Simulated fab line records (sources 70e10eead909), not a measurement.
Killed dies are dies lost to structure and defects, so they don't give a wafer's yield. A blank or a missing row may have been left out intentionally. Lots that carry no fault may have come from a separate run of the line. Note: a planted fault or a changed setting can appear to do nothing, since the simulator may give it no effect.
fab line records + flow nand-harc + part 1 of 2: steps 1 to 4 of 6
[record]
- lots = 22
- wafers = 66
- last-day = 33
route steps=1302 shown A_STAIRCASE@650
lots with no fault: from the same line, run without faults
start-h: hours from the record's first day to the start of the lot's first wafer shown + wait-h: how many hours have passed since the lot's step before this one + " as in the row above + L1.1+2: a row that stands for several wafers + - no value present, or no start provided + * or withheld: withheld + < > ~ a bound
route shown NAME@n: a module of which the file shows steps, and the number in the route of the first + usual: average and standard deviation across the fault-free wafers + same: alike in all rows + chamber/n: place in a boat + sites: each site's reading + _std_site: the standard deviation of these + _edge_site: mean of outer sites minus mean of inner sites + radius-mm: how far each site lies from the wafer's centre + mask NAME#n: copy n + behind: the most recent tool/chamber to have shaped the wafer + hold: what put the lot on hold/how long, in hours/how the hold closed + device: transistor that didn't switch, given as n, p or np + end of line: at the end of the route, the tests of the same wafers + a step with no rows: only its recipe + killed: count of dies lost to structure and defects at first sort (not the wafer's yield) + map: dies across one wafer; x = killed, . = not, _ = none there
set.NAME: setting as actually run; set.NAME@STEP: the setting as run at that earlier step + model.NAME: the simulator's own value behind a step, which no gauge read
one table for each step of the route and one row for each wafer, over a sample of lots
services: a tool's chamber out of use, with start hour (start-h, from the record's first day; less than 0 if before it), hours out, and reason
[[steps]]
[step NHARC_A_STAIRCASE_DESCUM_168]
[recipe]
- time-s = 3
- o2-flow-sccm = 200
- ar-flow-sccm = 0
- bias-power-w = 0
- chemistry = O2
[usual]
- drypump-motor-current-A = 5.7/0.39
- mfc-ar-sccm = 0.002/0.003
- oes-product-au = 1.004/0.0094
- rf-vpp-V = 57.9/0.88
- showerhead-plenum-p-Torr = 1.95/0.093
- throttle-valve-pct = 11.311/0.0092
| lot.wafer | tool        | chamber | start-h | wait-h | drypump-motor-current-A | mfc-ar-sccm | oes-product-au | rf-hours-counter-h | rf-vpp-V | showerhead-plenum-p-Torr | throttle-valve-pct |
|-----------|-------------|---------|---------|--------|-------------------------|-------------|----------------|--------------------|----------|--------------------------|--------------------|
| L074.1    | rie-diel-04 | 2       | 339.55  | -      | 5.1                     | 0           | 0.996          | 48                 | 59.1     | 2.06                     | 11.320             |
| L074.3    | "           | 0       | "       | "      | 6.6                     | 0           | 1.024          | 58                 | 56.9     | 1.77                     | 11.313             |
| L074.5    | "           | 2       | "       | "      | 5.1                     | 0           | 1.002          | -                  | 58.3     | 2.06                     | 11.297             |
| L075.2    | rie-diel-12 | 2       | 353.72  | -      | 5.3                     | 0.001       | 1.000          | 20                 | 57.7     | 1.88                     | 11.307             |
| L075.4    | "           | 0       | "       | "      | 6.3                     | 0           | 1.018          | 19                 | 59.7     | 2.07                     | 11.310             |
| L075.5    | "           | 1       | "       | "      | 5.8                     | 0.006       | 1.008          | -                  | 57.9     | 2.03                     | 11.320             |
| L076.4    | rie-diel-01 | 2       | 360.97  | -      | 5.9                     | 0.005       | 0.998          | 42                 | 58.6     | 1.90                     | 11.302             |
| L076.5    | "           | 1       | "       | "      | 5.6                     | 0           | 1.019          | -                  | 58.1     | 2.00                     | 11.323             |
| L076.6    | "           | 2       | "       | "      | 5.9                     | 0.005       | 0.998          | -                  | 58.1     | 1.90                     | 11.307             |
| L077.2    | rie-diel-04 | 2       | 389.15  | -      | 5.1                     | 0           | 1.013          | 5                  | 59.0     | 2.06                     | 11.307             |
| L077.3    | "           | 3       | "       | "      | 5.5                     | 0           | 1.012          | 5                  | 57.8     | 1.78                     | 11.318             |
| L077.6    | "           | 3       | "       | "      | 5.5                     | 0           | 1.006          | -                  | 55.9     | 1.78                     | 11.304             |
| L078.1    | rie-diel-04 | 3       | 394.66  | -      | 5.5                     | 0           | 1.004          | 6                  | 56.6     | 1.78                     | 11.305             |
| L078.3    | "           | 1       | "       | "      | 5.8                     | 0           | 1.011          | 6                  | 59.4     | 1.89                     | 11.315             |
| L078.6    | "           | 2       | "       | "      | 5.1                     | 0           | 1.004          | -                  | 58.4     | 2.05                     | 11.310             |
| L079.1    | rie-diel-01 | 3       | 402.12  | -      | 5.8                     | 0           | 1.005          | 3                  | 57.8     | 1.81                     | 11.324             |
| L079.4    | "           | 0       | "       | "      | 5.7                     | 0           | 1.009          | 5                  | 58.3     | 1.94                     | 11.321             |
| L079.2    | "           | 1       | "       | "      | 5.5                     | 0           | 1.015          | 5                  | 58.7     | 1.99                     | 11.306             |
| L080.3    | rie-diel-01 | 1       | 402.20  | -      | 5.6                     | 0           | 1.016          | 5                  | 59.8     | 1.99                     | 11.320             |
| L080.6    | "           | 2       | "       | "      | 5.9                     | 0.005       | 0.996          | -                  | 57.1     | 1.90                     | 11.309             |
| L080.5    | "           | 3       | "       | "      | 5.8                     | 0           | 1.004          | -                  | 57.2     | 1.81                     | 11.306             |
| L081.1    | rie-diel-01 | 0       | 415.72  | -      | 5.7                     | 0           | 1.017          | 9                  | 56.6     | 1.94                     | 11.301             |
| L081.4    | "           | 3       | "       | "      | 5.8                     | 0           | 0.997          | 9                  | 57.9     | 1.81                     | 11.307             |
| L081.6    | "           | 1       | "       | "      | 5.6                     | 0           | 1.008          | -                  | 58.4     | 1.99                     | 11.310             |
| L083.4    | rie-diel-01 | 0       | 449.11  | -      | 5.7                     | 0           | 1.017          | 20                 | 58.3     | 1.94                     | 11.308             |
| L083.1    | "           | 3       | "       | "      | 5.8                     | 0           | 1.006          | 17                 | 58.5     | 1.81                     | 11.317             |
| L083.5    | "           | 0       | "       | "      | 5.7                     | 0           | 1.007          | -                  | 57.3     | 1.94                     | 11.316             |
| L082.1    | rie-diel-01 | 0       | 449.38  | -      | 5.7                     | 0           | 1.012          | 20                 | 57.9     | 1.94                     | 11.315             |
| L082.2    | "           | 3       | "       | "      | 5.8                     | 0           | 1.013          | 17                 | 57.2     | 1.81                     | 11.313             |
| L082.5    | "           | 1       | "       | "      | 5.5                     | 0           | 1.017          | -                  | 58.4     | 1.99                     | 11.317             |
| L085.4    | rie-diel-12 | 0       | 462.29  | -      | 6.3                     | 0           | 0.994          | 1                  | 57.2     | 2.06                     | 11.299             |
| L085.1    | "           | 3       | "       | "      | 5.6                     | 0.009       | 0.997          | 1                  | 57.1     | 1.95                     | 11.314             |
| L085.6    | "           | 0       | "       | "      | 6.3                     | 0           | 0.998          | -                  | 59.6     | 2.06                     | 11.313             |
| L086.4    | rie-diel-12 | 2       | 466.08  | -      | 5.3                     | 0.001       | 0.988          | 2                  | 57.4     | 1.87                     | 11.307             |
| L086.2    | "           | 1       | "       | "      | 5.8                     | 0.006       | 1.000          | 2                  | 57.6     | 2.02                     | 11.310             |
| L086.6    | "           | 3       | "       | "      | 5.7                     | 0.009       | 1.000          | -                  | 58.2     | 1.95                     | 11.322             |
| L087.1    | rie-diel-12 | 0       | 481.30  | -      | 6.3                     | 0           | 1.000          | 10                 | 57.6     | 2.06                     | 11.292             |
| L087.4    | "           | 1       | "       | "      | 5.8                     | 0.006       | 1.015          | 10                 | 59.4     | 2.02                     | 11.314             |
| L087.5    | "           | 0       | "       | "      | 6.3                     | 0           | 1.005          | -                  | 57.7     | 2.06                     | 11.324             |
| L090.2    | rie-diel-04 | 1       | 507.67  | -      | 5.7                     | 0           | 1.022          | 37                 | 57.5     | 1.88                     | 11.312             |
| L090.3    | "           | 3       | "       | "      | 5.5                     | 0           | 1.001          | 37                 | 58.0     | 1.77                     | 11.304             |
| L090.5    | "           | 1       | "       | "      | 5.7                     | 0           | 1.023          | -                  | 56.3     | 1.88                     | 11.294             |
| L089.2    | rie-diel-12 | 3       | 507.77  | -      | 5.6                     | 0.009       | 1.011          | 12                 | 59.1     | 1.95                     | 11.307             |
| L089.1    | "           | 1       | "       | "      | 5.7                     | 0.006       | 1.015          | 16                 | 59.4     | 2.02                     | 11.306             |
| L089.4    | "           | 1       | "       | "      | 5.8                     | 0.006       | 1.004          | -                  | 57.6     | 2.02                     | 11.295             |
| L088.4    | rie-diel-12 | 3       | 510.99  | -      | 5.7                     | 0.009       | 0.988          | 13                 | 57.5     | 1.95                     | 11.311             |
| L088.1    | "           | 0       | "       | "      | 6.3                     | 0           | 0.993          | 13                 | 57.3     | 2.06                     | 11.308             |
| L088.6    | "           | 1       | "       | "      | 5.8                     | 0.006       | 1.002          | -                  | 56.3     | 2.02                     | 11.325             |
| L092.2    | rie-diel-04 | 1       | 521.01  | -      | 5.8                     | 0           | 1.028          | 40                 | 58.0     | 1.88                     | 11.330             |
| L092.3    | "           | 2       | "       | "      | 5.2                     | 0           | 1.010          | 47                 | 58.1     | 2.04                     | 11.302             |
| L092.5    | "           | 0       | "       | "      | 6.6                     | 0           | 1.012          | -                  | 58.5     | 2.06                     | 11.319             |
| L091.4    | rie-diel-04 | 2       | 521.08  | -      | 5.1                     | 0           | 1.017          | 47                 | 59.0     | 2.04                     | 11.317             |
| L091.5    | "           | 3       | "       | "      | 5.5                     | 0           | 1.008          | -                  | 57.2     | 1.77                     | 11.305             |
| L091.6    | "           | 0       | "       | "      | 6.6                     | 0           | 1.005          | -                  | 58.9     | 2.06                     | 11.309             |
| L093.1    | rie-diel-12 | 2       | 529.94  | -      | 5.3                     | 0.001       | 0.990          | 20                 | 58.2     | 1.86                     | 11.307             |
| L093.4    | "           | 3       | "       | "      | 5.7                     | 0.009       | 1.005          | 19                 | 58.8     | 1.94                     | 11.295             |
| L093.6    | "           | 1       | "       | "      | 5.8                     | 0.006       | 0.999          | -                  | 57.9     | 2.01                     | 11.287             |
| L094.3    | rie-diel-12 | 3       | 569.16  | -      | 5.6                     | 0.009       | 0.992          | 31                 | 58.0     | 1.94                     | 11.304             |
| L094.2    | "           | 1       | "       | "      | 5.8                     | 0.006       | 0.996          | 38                 | 58.1     | 2.01                     | 11.318             |
| L094.5    | "           | 2       | "       | "      | 5.3                     | 0.001       | 0.998          | -                  | 58.0     | 1.86                     | 11.316             |
| L095.1    | rie-diel-12 | 2       | 569.33  | -      | 5.3                     | 0.001       | 0.992          | 35                 | 58.5     | 1.86                     | 11.332             |
| L095.3    | "           | 3       | "       | "      | 5.6                     | 0.009       | 0.998          | 31                 | 55.9     | 1.94                     | 11.324             |
| L095.6    | "           | 1       | "       | "      | 5.8                     | 0.006       | 0.996          | -                  | 57.7     | 2.01                     | 11.323             |
| L096.2    | rie-diel-01 | 1       | 578.90  | -      | 5.6                     | 0           | 0.997          | 2                  | 58.3     | 1.98                     | 11.287             |
| L096.6    | "           | 0       | "       | "      | 5.7                     | 0           | 0.994          | -                  | 58.8     | 1.92                     | 11.289             |
| L096.5    | "           | 1       | "       | "      | 5.5                     | 0           | 0.993          | -                  | 58.1     | 1.98                     | 11.309             |
[step NHARC_A_STAIRCASE_STRIP_171]
[recipe]
- power-w = 1500
- temp-c = 250
- chemistry = O2
[usual]
- drypump-motor-current-A = 5.6/0.41
- heater-power-w = 353/45
| lot.wafer | tool            | chamber | start-h | wait-h | drypump-motor-current-A | heater-power-w | rf-hours-counter-h |
|-----------|-----------------|---------|---------|--------|-------------------------|----------------|--------------------|
| L074.1    | plasma-asher-02 | 1       | 340.37  | -      | 5.7                     | 291            | 17                 |
| L074.3    | "               | 1       | "       | "      | 5.7                     | 281            | -                  |
| L074.5    | "               | 0       | "       | "      | 5.9                     | 355            | -                  |
| L075.2    | plasma-asher-02 | 0       | 354.21  | -      | 5.9                     | 359            | 20                 |
| L075.4    | "               | 1       | "       | "      | 5.7                     | 299            | -                  |
| L075.5    | "               | 0       | "       | "      | 5.9                     | 362            | -                  |
| L076.4    | plasma-asher-01 | 0       | 361.92  | -      | 6.0                     | 411            | -                  |
| L076.6    | "               | 0       | "       | "      | 6.0                     | 414            | -                  |
| L076.5    | "               | 1       | "       | "      | 4.9                     | 357            | -                  |
| L077.2    | plasma-asher-01 | 0       | 389.57  | -      | 6.0                     | 417            | 7                  |
| L077.3    | "               | 1       | "       | "      | 4.9                     | 367            | -                  |
| L077.6    | "               | 0       | "       | "      | 6.0                     | 408            | -                  |
| L078.1    | plasma-asher-01 | 1       | 395.01  | -      | 5.0                     | 366            | 7                  |
| L078.3    | "               | 1       | "       | "      | 5.0                     | 365            | -                  |
| L078.6    | "               | 1       | "       | "      | 5.0                     | 367            | -                  |
| L079.2    | plasma-asher-01 | 1       | 402.56  | -      | 5.0                     | 364            | 8                  |
| L079.1    | "               | 0       | "       | "      | 6.0                     | 418            | 8                  |
| L079.4    | "               | 1       | "       | "      | 5.0                     | 361            | -                  |
| L080.3    | plasma-asher-02 | 0       | 402.74  | -      | 5.9                     | 366            | -                  |
| L080.5    | "               | 1       | "       | "      | 5.7                     | 294            | -                  |
| L080.6    | "               | 0       | "       | "      | 5.9                     | 364            | -                  |
| L081.1    | plasma-asher-01 | 1       | 416.24  | -      | 5.0                     | 361            | 13                 |
| L081.4    | "               | 0       | "       | "      | 6.0                     | 413            | -                  |
| L081.6    | "               | 0       | "       | "      | 6.1                     | 411            | -                  |
| L083.1    | plasma-asher-02 | 0       | 449.62  | -      | 5.9                     | 344            | 2                  |
| L083.4    | "               | 1       | "       | "      | 5.7                     | 283            | -                  |
| L083.5    | "               | 1       | "       | "      | 5.7                     | 287            | -                  |
| L082.1    | plasma-asher-01 | 0       | 450.25  | -      | 6.0                     | 417            | 20                 |
| L082.2    | "               | 1       | "       | "      | 5.0                     | 368            | 20                 |
| L082.5    | "               | 0       | "       | "      | 6.0                     | 416            | -                  |
| L085.1    | plasma-asher-02 | 1       | 462.67  | -      | 5.7                     | 285            | 4                  |
| L085.4    | "               | 1       | "       | "      | 5.7                     | 283            | -                  |
| L085.6    | "               | 0       | "       | "      | 5.9                     | 341            | -                  |
| L086.2    | plasma-asher-02 | 0       | 466.61  | -      | 5.9                     | 335            | 5                  |
| L086.4    | "               | 0       | "       | "      | 5.9                     | 341            | -                  |
| L086.6    | "               | 0       | "       | "      | 5.9                     | 333            | -                  |
| L087.1    | plasma-asher-01 | 1       | 481.71  | -      | 5.0                     | 358            | 27                 |
| L087.4    | "               | 0       | "       | "      | 6.0                     | 420            | -                  |
| L087.5    | "               | 0       | "       | "      | 6.0                     | 408            | -                  |
| L090.2    | plasma-asher-01 | 1       | 508.15  | -      | 5.0                     | 366            | 31                 |
| L090.3    | "               | 0       | "       | "      | 6.0                     | 411            | -                  |
| L090.5    | "               | 1       | "       | "      | 5.0                     | 367            | -                  |
| L089.1    | plasma-asher-02 | 1       | 508.35  | -      | 5.7                     | 284            | 15                 |
| L089.2    | "               | 0       | "       | "      | 5.9                     | 336            | 15                 |
| L089.4    | "               | 0       | "       | "      | 5.9                     | 330            | -                  |
| L088.1    | plasma-asher-01 | 1       | 511.44  | -      | 4.9                     | 375            | 31                 |
| L088.4    | "               | 0       | "       | "      | 6.0                     | 412            | -                  |
| L088.6    | "               | 1       | "       | "      | 5.0                     | 365            | -                  |
| L092.2    | plasma-asher-02 | 1       | 521.59  | -      | 5.7                     | 278            | 18                 |
| L092.3    | "               | 0       | "       | "      | 5.9                     | 340            | -                  |
| L092.5    | "               | 1       | "       | "      | 5.8                     | 287            | -                  |
| L091.4    | plasma-asher-02 | 1       | 522.29  | -      | 5.7                     | 280            | -                  |
| L091.5    | "               | 1       | "       | "      | 5.7                     | 281            | -                  |
| L091.6    | "               | 0       | "       | "      | 5.9                     | 337            | -                  |
| L093.1    | plasma-asher-01 | 0       | 530.27  | -      | 6.0                     | 401            | 1                  |
| L093.4    | "               | 0       | "       | "      | 6.0                     | 413            | -                  |
| L093.6    | "               | 1       | "       | "      | 5.0                     | 346            | -                  |
| L094.2    | plasma-asher-01 | 0       | 569.48  | -      | 6.0                     | 402            | 7                  |
| L094.3    | "               | 0       | "       | "      | 6.0                     | 402            | -                  |
| L094.5    | "               | 0       | "       | "      | 6.0                     | 411            | -                  |
| L095.1    | plasma-asher-02 | 0       | 569.64  | -      | 5.9                     | 334            | 30                 |
| L095.3    | "               | 0       | "       | "      | 5.9                     | 345            | -                  |
| L095.6    | "               | 0       | "       | "      | 5.9                     | 341            | -                  |
| L096.2    | plasma-asher-02 | 1       | 579.21  | -      | 5.8                     | 284            | 32                 |
| L096.6    | "               | 1       | "       | "      | 5.7                     | 284            | -                  |
| L096.5    | "               | 0       | "       | "      | 5.9                     | 334            | -                  |
[step NHARC_A_STAIRCASE_ETCH_17]
[recipe]
- target-depth-a = 1000
- time-s = 40.5
- ion-energy-ev = 400
- c4f8-flow-sccm = 20
- o2-flow-sccm = 10
- ar-flow-sccm = withheld
- rf-w = 600
- bias-w = 1000
- chemistry = C4F8/O2
[usual]
- oes-product-au = 0.947/0.012
- rf-fwd-power-W = 591.9/3
- rf-vpp-V = 898/5.8
| lot.wafer | tool        | chamber | start-h | wait-h | oes-product-au | rf-fwd-power-W | rf-hours-counter-h | rf-vpp-V |
|-----------|-------------|---------|---------|--------|----------------|----------------|--------------------|----------|
| L074.1    | rie-diel-12 | 1       | -       | -      | 0.965          | 593.1          | 13                 | 904      |
| L074.3    | "           | 3       | "       | "      | 0.952          | 591.9          | 17                 | 899      |
| L074.5    | "           | 1       | "       | "      | 0.968          | 592.6          | -                  | 904      |
| L075.4    | rie-diel-12 | 3       | -       | -      | 0.931          | 591.7          | 22                 | 899      |
| L075.2    | "           | 1       | "       | "      | 0.960          | 597.8          | 20                 | 903      |
| L075.5    | "           | 0       | "       | "      | 0.964          | 594.7          | -                  | 904      |
| L076.4    | rie-diel-12 | 3       | -       | -      | 0.938          | 592.6          | 25                 | 898      |
| L076.6    | "           | 0       | "       | "      | 0.958          | 595.8          | -                  | 905      |
| L076.5    | "           | 1       | "       | "      | 0.945          | 597.2          | -                  | 904      |
| L077.3    | rie-diel-12 | 2       | -       | -      | 0.938          | 590.1          | 31                 | 894      |
| L077.2    | "           | 3       | "       | "      | 0.942          | 587.9          | 32                 | 899      |
| L077.6    | "           | 2       | "       | "      | 0.951          | 593.1          | -                  | 893      |
| L078.3    | rie-diel-04 | 1       | -       | -      | 0.954          | 587.1          | 6                  | 894      |
| L078.1    | "           | 2       | "       | "      | 0.939          | 592.3          | 7                  | 905      |
| L078.6    | "           | 0       | "       | "      | 0.967          | 594.7          | -                  | 905      |
| L079.2    | rie-diel-12 | 0       | -       | -      | 0.952          | 598.9          | 34                 | 903      |
| L079.1    | "           | 1       | "       | "      | 0.952          | 593.0          | 35                 | 904      |
| L079.4    | "           | 2       | "       | "      | 0.931          | 592.2          | 36                 | 895      |
| L080.3    | rie-diel-12 | 2       | -       | -      | 0.931          | 588.6          | 37                 | 894      |
| L080.5    | "           | 1       | "       | "      | 0.941          | 597.1          | -                  | 902      |
| L080.6    | "           | 2       | "       | "      | 0.944          | 588.3          | -                  | 893      |
| L081.4    | rie-diel-04 | 0       | -       | -      | 0.938          | 592.2          | 13                 | 905      |
| L081.1    | "           | 2       | "       | "      | 0.949          | 590.9          | 17                 | 906      |
| L081.6    | "           | 0       | "       | "      | 0.952          | 593.7          | -                  | 905      |
| L083.4    | rie-diel-04 | 2       | -       | -      | 0.951          | 590.6          | 26                 | 904      |
| L083.1    | "           | 0       | "       | "      | 0.949          | 593.3          | 24                 | 906      |
| L083.5    | "           | 3       | "       | "      | 0.953          | 593.6          | -                  | 886      |
| L082.1    | rie-diel-01 | 1       | -       | -      | 0.961          | 591.7          | 23                 | 900      |
| L082.2    | "           | 2       | "       | "      | 0.930          | 590.3          | 20                 | 893      |
| L082.5    | "           | 0       | "       | "      | 0.965          | 590.6          | -                  | 897      |
| L085.4    | rie-diel-12 | 3       | -       | -      | 0.952          | 591.6          | 1                  | 898      |
| L085.1    | "           | 0       | "       | "      | 0.955          | 594.0          | 1                  | 905      |
| L085.6    | "           | 3       | "       | "      | 0.942          | 589.9          | -                  | 896      |
| L086.2    | rie-diel-04 | 2       | -       | -      | 0.939          | 584.8          | 31                 | 903      |
| L086.4    | "           | 2       | "       | "      | 0.945          | 587.1          | -                  | 904      |
| L086.6    | "           | 0       | "       | "      | 0.955          | 595.1          | -                  | 904      |
| L087.4    | rie-diel-12 | 1       | -       | -      | 0.945          | 595.5          | 11                 | 902      |
| L087.1    | "           | 2       | "       | "      | 0.932          | 586.8          | 8                  | 894      |
| L087.5    | "           | 3       | "       | "      | 0.938          | 593.5          | -                  | 896      |
| L090.3    | rie-diel-01 | 0       | -       | -      | 0.961          | 586.7          | 46                 | 897      |
| L090.2    | "           | 1       | "       | "      | 0.956          | 590.9          | 42                 | 899      |
| L090.5    | "           | 2       | "       | "      | 0.938          | 588.4          | -                  | 895      |
| L089.2    | rie-diel-12 | 0       | -       | -      | 0.927          | 590.5          | 13                 | 904      |
| L089.4    | "           | 1       | "       | "      | 0.933          | 595.4          | 16                 | 901      |
| L089.1    | "           | 3       | "       | "      | 0.957          | 591.2          | 13                 | 900      |
| L088.1    | rie-diel-12 | 2       | -       | -      | 0.916          | 591.1          | 15                 | 893      |
| L088.4    | "           | 0       | "       | "      | 0.962          | 592.4          | 14                 | 905      |
| L088.6    | "           | 2       | "       | "      | 0.923          | 588.7          | -                  | 892      |
| L092.2    | rie-diel-01 | 0       | -       | -      | 0.968          | 590.2          | 53                 | 897      |
| L092.3    | "           | 2       | "       | "      | 0.931          | 591.0          | 44                 | 894      |
| L092.5    | "           | 0       | "       | "      | 0.973          | 588.7          | -                  | 898      |
| L091.4    | rie-diel-04 | 3       | -       | -      | 0.952          | 592.7          | 43                 | 885      |
| L091.5    | "           | 1       | "       | "      | 0.960          | 586.8          | -                  | 894      |
| L091.6    | "           | 2       | "       | "      | 0.950          | 593.5          | -                  | 903      |
| L093.1    | rie-diel-04 | 0       | -       | -      | 0.940          | 594.0          | 52                 | 905      |
| L093.4    | "           | 2       | "       | "      | 0.947          | 589.9          | 53                 | 904      |
| L093.6    | "           | 0       | "       | "      | 0.944          | 593.8          | -                  | 904      |
| L094.2    | rie-diel-12 | 0       | -       | -      | 0.952          | 592.5          | 26                 | 905      |
| L094.3    | "           | 2       | "       | "      | 0.936          | 588.0          | 35                 | 894      |
| L094.5    | "           | 3       | "       | "      | 0.949          | 593.3          | -                  | 897      |
| L095.3    | rie-diel-01 | 0       | -       | -      | 0.944          | 592.1          | 0                  | 898      |
| L095.1    | "           | 1       | "       | "      | 0.954          | 589.6          | 0                  | 901      |
| L095.6    | "           | 3       | "       | "      | 0.929          | 594.4          | -                  | 889      |
| L096.2    | rie-diel-01 | 3       | -       | -      | 0.930          | 590.3          | 3                  | 889      |
| L096.5    | "           | 1       | "       | "      | 0.933          | 590.2          | -                  | 900      |
| L096.6    | "           | 2       | "       | "      | 0.935          | 588.7          | -                  | 894      |
[step NHARC_A_STAIRCASE_ETCH_27]
[recipe]
- target-depth-a = 1000
- time-s = 40.5
- ion-energy-ev = 400
- c4f8-flow-sccm = 20
- o2-flow-sccm = 10
- ar-flow-sccm = withheld
- rf-w = 600
- bias-w = 1000
- chemistry = C4F8/O2
[usual]
- oes-product-au = 0.947/0.011
- rf-fwd-power-W = 591.3/2.5
- rf-vpp-V = 897/5.5
| lot.wafer | tool        | chamber | start-h | wait-h | oes-product-au | rf-fwd-power-W | rf-hours-counter-h | rf-vpp-V |
|-----------|-------------|---------|---------|--------|----------------|----------------|--------------------|----------|
| L074.1    | rie-diel-12 | 1       | -       | -      | 0.963          | 596.2          | 14                 | 902      |
| L074.3    | "           | 0       | "       | "      | 0.950          | 594.5          | 16                 | 906      |
| L074.5    | "           | 1       | "       | "      | 0.965          | 597.5          | -                  | 903      |
| L075.2    | rie-diel-01 | 2       | -       | -      | 0.953          | 590.1          | 42                 | 894      |
| L075.4    | "           | 0       | "       | "      | 0.929          | 589.2          | 44                 | 898      |
| L075.5    | "           | 1       | "       | "      | 0.958          | 588.5          | -                  | 902      |
| L076.4    | rie-diel-12 | 2       | -       | -      | 0.958          | 588.8          | 27                 | 894      |
| L076.5    | "           | 3       | "       | "      | 0.944          | 591.5          | -                  | 899      |
| L076.6    | "           | 0       | "       | "      | 0.964          | 596.8          | -                  | 905      |
| L077.3    | rie-diel-12 | 1       | -       | -      | 0.955          | 596.4          | 30                 | 903      |
| L077.2    | "           | 3       | "       | "      | 0.936          | 590.4          | 32                 | 899      |
| L077.6    | "           | 2       | "       | "      | 0.954          | 587.8          | -                  | 895      |
| L078.3    | rie-diel-01 | 2       | -       | -      | 0.940          | 590.4          | 1                  | 895      |
| L078.1    | "           | 0       | "       | "      | 0.959          | 587.7          | 1                  | 898      |
| L078.6    | "           | 3       | "       | "      | 0.952          | 591.4          | -                  | 888      |
| L079.1    | rie-diel-04 | 2       | -       | -      | 0.949          | 590.8          | 12                 | 905      |
| L079.4    | "           | 0       | "       | "      | 0.954          | 593.6          | 9                  | 906      |
| L079.2    | "           | 1       | "       | "      | 0.960          | 587.7          | 12                 | 895      |
| L080.3    | rie-diel-01 | 1       | -       | -      | 0.951          | 589.1          | 6                  | 902      |
| L080.5    | "           | 2       | "       | "      | 0.940          | 592.4          | -                  | 895      |
| L080.6    | "           | 1       | "       | "      | 0.946          | 589.2          | -                  | 901      |
| L081.4    | rie-diel-04 | 1       | -       | -      | 0.962          | 588.3          | 16                 | 894      |
| L081.1    | "           | 2       | "       | "      | 0.945          | 592.0          | 18                 | 905      |
| L081.6    | "           | 1       | "       | "      | 0.955          | 586.6          | -                  | 894      |
| L083.4    | rie-diel-04 | 3       | -       | -      | 0.963          | 591.8          | 25                 | 887      |
| L083.1    | "           | 1       | "       | "      | 0.944          | 591.3          | 26                 | 895      |
| L083.5    | "           | 3       | "       | "      | 0.957          | 594.2          | -                  | 888      |
| L082.2    | rie-diel-01 | 2       | -       | -      | 0.930          | 592.9          | 20                 | 894      |
| L082.1    | "           | 1       | "       | "      | 0.960          | 589.5          | 24                 | 899      |
| L082.5    | "           | 2       | "       | "      | 0.930          | 591.0          | -                  | 896      |
| L085.4    | rie-diel-12 | 2       | -       | -      | 0.921          | 589.6          | 2                  | 894      |
| L085.1    | "           | 3       | "       | "      | 0.936          | 591.9          | 2                  | 898      |
| L085.6    | "           | 1       | "       | "      | 0.934          | 593.9          | -                  | 902      |
| L086.4    | rie-diel-01 | 1       | -       | -      | 0.954          | 591.0          | 30                 | 900      |
| L086.2    | "           | 3       | "       | "      | 0.952          | 591.6          | 26                 | 890      |
| L086.6    | "           | 1       | "       | "      | 0.967          | 591.7          | -                  | 900      |
| L087.4    | rie-diel-12 | 3       | -       | -      | 0.949          | 591.6          | 8                  | 896      |
| L087.1    | "           | 0       | "       | "      | 0.939          | 593.8          | 11                 | 905      |
| L087.5    | "           | 1       | "       | "      | 0.952          | 592.0          | -                  | 901      |
| L090.3    | rie-diel-01 | 3       | -       | -      | 0.962          | 591.7          | 43                 | 889      |
| L090.2    | "           | 0       | "       | "      | 0.956          | 588.5          | 46                 | 897      |
| L090.5    | "           | 1       | "       | "      | 0.964          | 590.9          | -                  | 900      |
| L089.1    | rie-diel-12 | 0       | -       | -      | 0.941          | 590.0          | 14                 | 905      |
| L089.2    | "           | 2       | "       | "      | 0.938          | 590.0          | 14                 | 893      |
| L089.4    | "           | 3       | "       | "      | 0.940          | 590.9          | 13                 | 898      |
| L088.1    | rie-diel-01 | 0       | -       | -      | 0.938          | 589.9          | 48                 | 898      |
| L088.4    | "           | 1       | "       | "      | 0.942          | 589.1          | 44                 | 900      |
| L088.6    | "           | 3       | "       | "      | 0.938          | 591.6          | -                  | 889      |
| L092.2    | rie-diel-01 | 1       | -       | -      | 0.954          | 591.4          | 49                 | 900      |
| L092.3    | "           | 2       | "       | "      | 0.943          | 589.3          | 44                 | 894      |
| L092.5    | "           | 0       | "       | "      | 0.954          | 588.3          | -                  | 897      |
| L091.4    | rie-diel-12 | 3       | -       | -      | 0.950          | 594.6          | 18                 | 898      |
| L091.6    | "           | 3       | "       | "      | 0.936          | 591.9          | -                  | 898      |
| L091.5    | "           | 0       | "       | "      | 0.957          | 596.0          | -                  | 903      |
| L093.1    | rie-diel-04 | 1       | -       | -      | 0.956          | 588.7          | 45                 | 894      |
| L093.4    | "           | 3       | "       | "      | 0.946          | 590.9          | 48                 | 886      |
| L093.6    | "           | 2       | "       | "      | 0.946          | 592.1          | -                  | 904      |
| L095.3    | rie-diel-01 | 3       | -       | -      | 0.955          | 591.9          | 1                  | 890      |
| L095.1    | "           | 0       | "       | "      | 0.946          | 588.1          | 1                  | 897      |
| L095.6    | "           | 2       | "       | "      | 0.946          | 590.0          | -                  | 893      |
| L094.3    | rie-diel-12 | 0       | -       | -      | 0.943          | 592.1          | 27                 | 905      |
| L094.2    | "           | 2       | "       | "      | 0.938          | 588.9          | 36                 | 893      |
| L094.5    | "           | 3       | "       | "      | 0.953          | 590.8          | -                  | 898      |
| L096.2    | rie-diel-01 | 3       | -       | -      | 0.930          | 589.0          | 3                  | 889      |
| L096.5    | "           | 3       | "       | "      | 0.934          | 590.2          | -                  | 888      |
| L096.6    | "           | 0       | "       | "      | 0.964          | 588.3          | -                  | 897      |
